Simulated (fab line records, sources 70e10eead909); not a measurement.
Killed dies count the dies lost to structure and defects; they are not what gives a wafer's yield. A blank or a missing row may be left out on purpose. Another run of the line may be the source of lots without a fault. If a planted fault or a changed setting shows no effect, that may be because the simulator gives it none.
Which of the tools did it? -- flow nand_harc -- 6 lots with 18 wafers sampled at 3 steps, on a route of 1302 steps

WHAT THE GAUGES SHOWED, per wafer
NHARC_A_BLC_INSPECT_28.
lot,measured,on,raw_defect_count
L517,day 23 20:40,defect_inspect-01,611 491 395
L519,day 25 05:02,defect_inspect-02,541 701 487
L520,day 25 22:44,defect_inspect-02,415 448 564
L524,day 26 23:35,defect_inspect-01,570 595 524
L529,day 29 11:16,defect_inspect-01,837 536 440
L532,day 30 19:52,defect_inspect-01,660 842 698

WHICH TOOL RAN EACH LOT (tool, then ch and the chambers of the sampled wafers, then the start)
lot,NHARC_A_BLC_DEGAS_30,NHARC_A_BLC_CMP_25
L517,"pvd_sputter-01, day 23 19:17","cmp-04 ch 0,3, day 23 20:17"
L519,"pvd_sputter-03, day 25 03:40","cmp-04 ch 1,2,3, day 25 04:37"
L520,"pvd_sputter-03, day 25 21:22","cmp-03 ch 0,2,3, day 25 22:20"
L524,"pvd_sputter-02, day 26 22:13","cmp-04 ch 1,3, day 26 23:13"
L529,"pvd_sputter-01, day 29 09:47","cmp-03 ch 1,2, day 29 10:53"
L532,"pvd_sputter-01, day 30 18:29","cmp-01 ch 2,3, day 30 19:28"
- NHARC_A_BLC_DEGAS_30: time 60 s.
- NHARC_A_BLC_CMP_25: polishes, t overpolish 30 s, target thk 150 nm.

THE ANSWER, worked out from the rows above alone
Rule: the usual values come from the lots themselves. The widest of any qualifying gaps counts: lots, ordered by their means at a reading, are off when they make up no more than a third of the lots, leave a main group of 4 or more, and stand apart from it by 3 or more times the standard deviation of that group's means. A main group is skipped when, at the precision printed for the reading in the tables above, its means are all equal. Also off: a lot with no number at a reading for which 4 or more lots have one. All remaining lots with rows at the step are treated as sound.
Nothing can be told from this: no lot is off at any reading shown.

WHAT HAD BEEN PUT IN BY THE SIMULATOR
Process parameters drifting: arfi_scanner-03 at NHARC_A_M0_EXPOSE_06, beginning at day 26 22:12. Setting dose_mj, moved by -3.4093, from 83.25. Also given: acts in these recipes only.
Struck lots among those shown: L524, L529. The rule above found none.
